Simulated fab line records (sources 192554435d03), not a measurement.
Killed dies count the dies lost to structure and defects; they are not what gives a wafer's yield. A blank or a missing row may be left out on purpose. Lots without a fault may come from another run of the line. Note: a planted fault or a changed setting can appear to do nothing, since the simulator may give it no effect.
The tool behind it: which one? -- flow n5-finfet -- Sampling: 9 lots, 25 wafers, 2 of 1938 route steps

== WHAT EACH GAUGE READ, for each wafer ==
N5_BEOL_M4_OCD_MEAS_38.
lot,measured,on,trench-depth-nm (nm)
L774,day 8 21:20,ocd-02,56.8 56.2 55.5
L775,day 9 03:44,ocd-02,55.2 55.9 55.6
L778,day 10 09:37,ocd-02,56.1 56.2 56.4
L780,day 10 12:57,ocd-01,55.5 55.7 56.8
L783,day 11 01:10,ocd-01,55.5 56.4 55.6
L790,day 13 07:02,ocd-02,55.2 31.4
L793,day 13 13:34,ocd-01,31.4 55.6
L794,day 13 22:31,ocd-02,55.0 56.1 56.6
L796,day 15 04:50,ocd-02,56.6 54.2 56.8

== WHAT TOOL EACH LOT RAN ON (gives the tool, then ch and the chambers of the sampled wafers, and finally the start) ==
lot,N5_BEOL_M4_TRENCH_ETCH_37
L774,"rie-diel-01 ch 0,2,3, day 8 21:11"
L775,"rie-diel-04 ch 1,2, day 9 03:35"
L778,"rie-diel-01 ch 0,3, day 10 09:28"
L780,"rie-diel-01 ch 1,2, day 10 12:48"
L783,"rie-diel-01 ch 0,3, day 11 01:01"
L790,"rie-diel-01 ch 0,1, day 13 06:53"
L793,"rie-diel-01 ch 0,3, day 13 13:25"
L794,"rie-diel-03 ch 1,3, day 13 22:22"
L796,"rie-diel-04 ch 1,3, day 15 04:41"
- N5_BEOL_M4_TRENCH_ETCH_37: etches SiOC in C4F6/O2, target depth 55.555 nm, time 29.2 s.

== THE ANSWER, worked out from the rows above alone ==
Rule: the usual values come from the lots themselves. Put in order of their means at a reading, lots are off if they are a third of the lots or fewer, leave a main group of 4 or more, and stand apart from it by a gap of 3 or more times the standard deviation of the main group's means; of several such gaps the widest counts. A main group whose means are all the same, to the digits that the tables above print for the reading, isn't used. Also off: a lot with no number at a reading for which 4 or more lots have one. Any other lot the step has rows for is counted as sound.
Off, at N5_BEOL_M4_OCD_MEAS_38 on trench-depth-nm: L790, L793. For the main group the mean is 55.9 nm and the standard deviation 0.21.
If a tool, at a process step before that reading, ran all the lots that are off and no sound lot after the first of them, it fits. Those tools and the gauges at N5_BEOL_M4_OCD_MEAS_38 are tried in the same way. One candidate fits, namely rie-diel-01 at N5_BEOL_M4_TRENCH_ETCH_37. Its last sound lot is L783 (day 11 01:01), its first lot that is off L790 (day 13 06:53): a fault that began between those two fits.

== WHAT THE SIMULATOR HAD PUT IN ==
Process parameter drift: rie-diel-01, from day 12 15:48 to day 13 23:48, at N5_BEOL_M4_TRENCH_ETCH_37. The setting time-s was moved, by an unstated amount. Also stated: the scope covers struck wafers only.
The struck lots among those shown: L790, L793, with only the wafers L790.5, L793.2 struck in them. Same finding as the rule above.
